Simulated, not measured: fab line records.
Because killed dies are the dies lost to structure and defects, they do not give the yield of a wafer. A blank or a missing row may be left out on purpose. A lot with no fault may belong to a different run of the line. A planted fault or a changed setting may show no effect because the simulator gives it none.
A struck lot beside a sound one :: flow nand-harc :: 15 out of 1302 route steps
Sound: these wafers, L828.1, L828.2, L828.6. Struck: wafers L840.2, L840.4. (L840.3 of the same lot was not struck and is left out.) The cause comes at the end.
Each step with rows lists, per side, the tool, then ch with its chambers, then its first start. Under that, the readings that differ: sound wafers :: struck wafers :: difference of the means :: sigmas: that difference in standard deviations of wafers without a fault.
alike: a reading whose means differ by less than 2 such deviations, as well as words and numbers matching on both sides. not compared: withheld readings; readings where some wafer has no value; bounds like >300 that might hide an equal value; numbers whose values overlap and for which the record gives no deviation.
A row with sigmas, a row that says differs or no value, or rows on one side alone: a step with any of these is where the two part. Numbers that have no deviation but don't overlap get no sigmas and don't part them. Lack of a reading on every wafer of one side parts them only where that side has two or more wafers.

NHARC_A_DECK1_JOINT_INSPECT_05:
  struck on defect-inspect-02, day 17 08:54; sound on defect-inspect-01, day 13 03:25
  alike: raw-defect-count
then NHARC_A_ONON_D2_DEP_00 (target thk 1000 nm), 1 step lacking rows for these wafers.
NHARC_A_ONON_D2_THK_MEAS_02: measures by ellipsometry.
  struck on film-metro-02, day 17 09:28; sound on film-metro-01, day 13 03:59
  alike: thk-nm
then NHARC_A_ONON_D2_DEP_03 (target thk 1000 nm), 1 step lacking rows for these wafers.
NHARC_A_ONON_D2_THK_MEAS_05: measures by ellipsometry.
  struck on film-metro-01, day 17 10:02; sound on film-metro-02, day 13 04:33
  alike: thk-nm
then NHARC_A_ONON_D2_DEP_06 (target thk 1000 nm), 1 step lacking rows for these wafers.
NHARC_A_ONON_D2_THK_MEAS_08: measures by ellipsometry.
  struck on film-metro-02, day 17 10:37; sound on film-metro-02, day 13 05:07
  alike: thk-nm
then NHARC_A_ONON_D2_DEP_09 (target thk 1000 nm), 1 step lacking rows for these wafers.
NHARC_A_ONON_D2_THK_MEAS_11: measures by ellipsometry.
  struck on film-metro-01, day 17 11:11; sound on film-metro-02, day 13 05:41
  alike: thk-nm
then NHARC_A_ONON_D2_DEP_12 (target thk 1000 nm), 1 step lacking rows for these wafers.
NHARC_A_ONON_D2_THK_MEAS_14: measures by ellipsometry.
  struck on film-metro-01, day 17 11:45; sound on film-metro-02, day 13 06:16
  alike: thk-nm
then, 1 step without rows for these wafers: NHARC_A_ONON_D2_ANNEAL_15 (time 3600 s).
NHARC_A_ONON_D2_DEP_16: target thk 1000 nm.
  sound on pecvd-onon-01 ch 0, day 13 13:47; struck on pecvd-onon-03 ch 0, day 17 19:04
  alike: n2o-flow-sccm, susceptor-temp-C
NHARC_A_ONON_D2_THK_MEAS_18: measures by ellipsometry.
  struck on film-metro-02, day 17 19:41; sound on film-metro-02, day 13 14:19
reading: thk-nm (nm)
sound: 1004 1004 1003
struck: 1503 1505
difference: +500
sigmas: +53
  not compared: hold
-- record jumps: 11 days between struck wafers' starts before vs after; left off in module A_ONON_D2, resumes in module END, first step shown is number 1302 of the route --
NHARC_END_SORT_01:
  the record has rows for the struck wafers here (prober-02 ch 0, day 29 01:39) and none for the sound ones

== WHERE THEY PART ==
Earliest at NHARC_A_ONON_D2_THK_MEAS_18; latest, in this record, at NHARC_END_SORT_01.

WHY: what the simulator had put in
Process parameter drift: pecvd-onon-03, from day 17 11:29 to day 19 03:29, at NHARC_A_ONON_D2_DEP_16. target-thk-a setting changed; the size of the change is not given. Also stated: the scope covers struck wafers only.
